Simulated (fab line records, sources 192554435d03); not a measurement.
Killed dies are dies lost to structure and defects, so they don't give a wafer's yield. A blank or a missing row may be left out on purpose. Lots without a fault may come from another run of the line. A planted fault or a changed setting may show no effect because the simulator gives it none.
Which tool did it? | flow n5_finfet | 8 lots, 24 wafers sampled, at 3 steps of a route of 1938

WHAT THE GAUGES READ, wafer by wafer
N5_BEOL_M2_OCD_MEAS_38.
lot  | measured     | on     | trench_depth_nm (nm)
L785 | day 9 14:28  | ocd-02 | 57.3 53.8 57.1
L787 | day 11 06:52 | ocd-01 | 53.6 53.7 53.9
L784 | day 11 18:07 | ocd-02 | 57.8 53.0 56.9
L790 | day 12 03:53 | ocd-01 | 57.5 53.5 53.3
L786 | day 12 03:57 | ocd-01 | 55.4 56.1 55.8
L792 | day 13 05:09 | ocd-01 | 56.5 54.9 55.0
L799 | day 13 20:34 | ocd-02 | 56.8 26.4 56.5
L800 | day 14 00:10 | ocd-01 | 57.6 56.5 54.7

WHICH TOOL RAN EACH LOT (tool, then ch and the chambers of the sampled wafers, then the start)
lot  | N5_BEOL_M2_TRENCH_ETCH_37          | N5_BEOL_M2_STRIP_97
L785 | rie_diel-02 ch 0,3, day 9 14:19    | rie_diel-02 ch 0,3, day 9 14:28 or earlier
L787 | rie_diel-02 ch 0,1, day 11 06:43   | rie_diel-02 ch 0,1, day 11 06:52 or earlier
L784 | rie_diel-02 ch 0,2, day 11 17:58   | rie_diel-02 ch 0,2, day 11 18:07 or earlier
L790 | rie_diel-02 ch 0,1,2, day 12 03:44 | rie_diel-02 ch 0,1,2, day 12 03:53 or earlier
L786 | rie_diel-06 ch 0,1,2, day 12 03:48 | rie_diel-06 ch 0,1,2, day 12 03:57 or earlier
L792 | rie_diel-06 ch 0,2,3, day 13 05:00 | rie_diel-06 ch 0,2,3, day 13 05:09 or earlier
L799 | rie_diel-02 ch 0,2,3, day 13 20:25 | rie_diel-02 ch 0,2,3, day 13 20:34 or earlier
L800 | rie_diel-03 ch 1,2,3, day 14 00:01 | rie_diel-03 ch 1,2,3, day 14 00:10 or earlier
- N5_BEOL_M2_TRENCH_ETCH_37: etches SiOC in C4F6/O2, target depth 55.555 nm, time 29.2 s.
- N5_BEOL_M2_STRIP_97: strips in N2/H2, time 10 s.

THE ANSWER, worked out from the rows above alone
Rule: what is usual is taken from the lots themselves. Put in order of their means at a reading, lots are off if they are a third of the lots or fewer, leave a main group of 4 or more, and stand apart from it by a gap of 3 or more times the standard deviation of the main group's means; of several such gaps the widest counts. A main group whose means are all the same, to the digits that the tables above print for the reading, isn't used. A lot without any number at a reading at which 4 lots or more have one is off too. The other lots that the step has rows for count as sound.
Off: L799, at N5_BEOL_M2_OCD_MEAS_38 (trench_depth_nm). The main group: mean 55.4 nm, standard deviation 0.82.
A tool fits if, at a process step before that reading, it ran every lot that is off, and no sound lot after the first of them. The gauges at N5_BEOL_M2_OCD_MEAS_38 are tried like those tools. N5_BEOL_M2_STRIP_97 gives no start for some lots, so the hours and the order of its lots are those of N5_BEOL_M2_OCD_MEAS_38. Can't be told from this: 2 tools fit, rie_diel-02 at N5_BEOL_M2_TRENCH_ETCH_37 and N5_BEOL_M2_STRIP_97, ocd-02 at N5_BEOL_M2_OCD_MEAS_38.

WHAT THE SIMULATOR HAD PUT IN
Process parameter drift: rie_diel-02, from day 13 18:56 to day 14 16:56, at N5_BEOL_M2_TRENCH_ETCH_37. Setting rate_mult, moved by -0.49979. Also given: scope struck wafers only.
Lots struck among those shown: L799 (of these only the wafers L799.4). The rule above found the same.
